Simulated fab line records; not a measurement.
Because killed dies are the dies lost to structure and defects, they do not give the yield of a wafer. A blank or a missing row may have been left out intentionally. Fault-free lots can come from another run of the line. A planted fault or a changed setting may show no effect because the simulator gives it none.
A lot that was struck, set against a sound lot ; flow nandHarc ; 15 steps out of a route of 1302
Sound: wafers L520.1, L520.3, L520.6. Struck: wafers L523.1, L523.3, L523.5. Last of all comes the cause.
At each step with rows: each side's tool, then ch and its chambers, then its first start. Under that, the readings that differ: sound wafers ; struck wafers ; difference of the means ; sigmas: that difference in standard deviations of wafers without a fault.
alike: readings with means less than 2 such deviations apart, plus words and numbers identical on both sides. not compared: withheld readings, readings lacking a value on some wafer, bounds such as >300 that could conceal the same value, and numbers that have no deviation in the record and whose values overlap.
The two part at a step that has a row with sigmas, a row that says differs or no value, or rows on one side only. Numbers that don't overlap but have no deviation are shown without sigmas and don't part them. Lack of a reading on every wafer of one side parts them only where that side has two or more wafers.

first, 9 steps without rows for these wafers: NHARC_P_ZERO_WELL_STRIP_15 (strips in SPM, time 900 s); NHARC_P_ZERO_WELL_DEHYDRATE_16 (time 120 s); NHARC_P_ZERO_WELL_HMDS_17 (time 30 s); NHARC_P_ZERO_WELL_COAT_18; NHARC_P_ZERO_WELL_SOFTBAKE_19 (time 95 s); NHARC_P_ZERO_WELL_EBR_20; NHARC_P_ZERO_WELL_EXPOSE_21 (exposes mask P NWELL, target cd 720 nm); NHARC_P_ZERO_WELL_PEB_22 (peb time 85 s); NHARC_P_ZERO_WELL_DEVELOP_23 (time 70 s).
NHARC_P_ZERO_WELL_CD_MEAS_24: target cd 720 nm.
  sound on cdSem-02 ch 0, day 2 18:27; struck on cdSem-01 ch 0, day 4 00:28
  alike: cdNm
then, 1 step without rows for these wafers: NHARC_P_ZERO_WELL_HARDBAKE_25 (time 80 s).
NHARC_P_ZERO_WELL_DESCUM_26: chemistry O2, time 3 s.
  sound on rieDiel-03 ch 2,3, day 2 18:37; struck on rieDiel-09 ch 1,3, day 4 00:38
  alike: drypumpMotorCurrentA, oesProductAu, rfVppV, showerheadPlenumPTorr, throttleValvePct
  not compared: rfHoursCounterH
NHARC_P_ZERO_WELL_IMPLANT_27:
  struck on implanter-01, day 4 00:47; sound on implanter-01 ch 0, day 2 18:46
  no value came back on the struck wafers for beamEnergyKeV, beamOnS (s), tiltDeg (degrees); on the sound wafers beamEnergyKeV reads 599.85 600.19 599.84
after that, 1 step had no rows for these wafers: NHARC_P_ZERO_WELL_IMPLANT_57.
-- record jumps: 22 days between struck wafers' starts before vs after; left off in module P_ZERO_WELL, resumes in module END, first step shown is number 1302 of the route --
NHARC_END_SORT_01:
  only the struck wafers appear in the record here, on prober-01 ch 0 at day 26 02:40; the sound ones have no rows

WHERE THEY PART
First at NHARC_P_ZERO_WELL_IMPLANT_27; last, within this record, at NHARC_END_SORT_01.

WHY: the cause the simulator had injected
Skipped step whole: implanter-01, from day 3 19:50 on, at NHARC_P_ZERO_WELL_IMPLANT_27. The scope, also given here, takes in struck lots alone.
